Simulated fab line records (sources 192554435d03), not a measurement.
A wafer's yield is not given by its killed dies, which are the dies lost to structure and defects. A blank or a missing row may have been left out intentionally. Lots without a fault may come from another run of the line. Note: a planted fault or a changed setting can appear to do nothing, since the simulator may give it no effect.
Matching of chambers    flow n5 finfet    N5_BEOL_M7_STRIP_67 on rie diel-04: 4 sister chambers
The step strips in CF4. 20 wafers are shown with their chamber, then 10 later ones without.

WAFERS WITH THEIR CHAMBER
wafer   chamber  showerhead plenum p Torr (Torr)  throttle valve pct (%)  drypump motor current A (A)
L074.1  1        1.86                             13.6                    5.93
L074.2  2        1.76                             13.1                    5.79
L074.3  0        1.77                             13.9                    5.70
L074.4  3        1.71                             14.0                    5.49
L074.5  3        1.71                             14.0                    5.49
L074.6  0        1.77                             13.9                    5.68
L079.1  1        1.86                             13.6                    5.93
L079.2  3        1.71                             14.0                    5.48
L079.3  2        1.76                             13.2                    5.76
L079.4  0        1.77                             13.9                    5.68
L079.5  1        1.86                             13.6                    5.95
L079.6  2        1.76                             13.2                    5.78
L082.1  0        1.77                             13.9                    5.70
L082.4  1        1.86                             13.6                    5.93
L082.5  3        1.70                             14.0                    5.49
L086.2  3        1.70                             14.0                    5.48
L086.3  2        1.76                             13.2                    5.76
L086.6  0        1.77                             14.0                    5.68
L088.1  2        1.76                             13.2                    5.79
L088.2  1        1.86                             13.6                    5.89

SIGNATURES (means of the wafers above)
reading                   chamber 0  chamber 1  chamber 2  chamber 3  scatter within a chamber
showerhead plenum p Torr  1.7700     1.8600     1.7600     1.7060     0.00274
throttle valve pct        13.920     13.600     13.180     14.000     0.0316
drypump motor current A   5.6880     5.9260     5.7760     5.4860     0.0147
Rule: a wafer lies at a distance from a chamber equal to the root of the sum of squares, over the readings, of (its reading less the chamber's mean, divided by the reading's scatter). The wafer belongs to the nearest chamber; if the next one is less than 2 further off, it can't be placed. The scatter: the root of (the sum of the squares of (reading less its chamber's mean) over the shown wafers, divided by (wafers less chambers)).

WAFERS WITHOUT THEIR CHAMBER
wafer   showerhead plenum p Torr (Torr)  throttle valve pct (%)  drypump motor current A (A)
L088.3  1.76                             14.0                    5.69
L094.1  1.91                             13.5                    5.50
L094.2  1.85                             13.7                    5.92
L094.4  1.76                             13.2                    5.76
L095.4  1.76                             13.2                    5.79
L095.5  1.85                             13.7                    5.94
L095.6  1.76                             14.0                    5.69
L097.2  1.76                             14.0                    5.69
L097.3  1.91                             13.5                    5.49
L097.6  1.76                             14.0                    5.71

WHICH CHAMBER EACH ONE RAN IN
wafer    from the rows above   in truth
L088.3   0                     0
L094.1   1                     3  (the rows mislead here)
L094.2   1                     1
L094.4   2                     2
L095.4   2                     2
L095.5   1                     1
L095.6   0                     0
L097.2   0                     0
L097.3   1                     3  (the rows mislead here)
L097.6   0                     0
Correctly placed: 8 of 10. From these rows, 0 cannot be placed. Wrongly placed: 2.
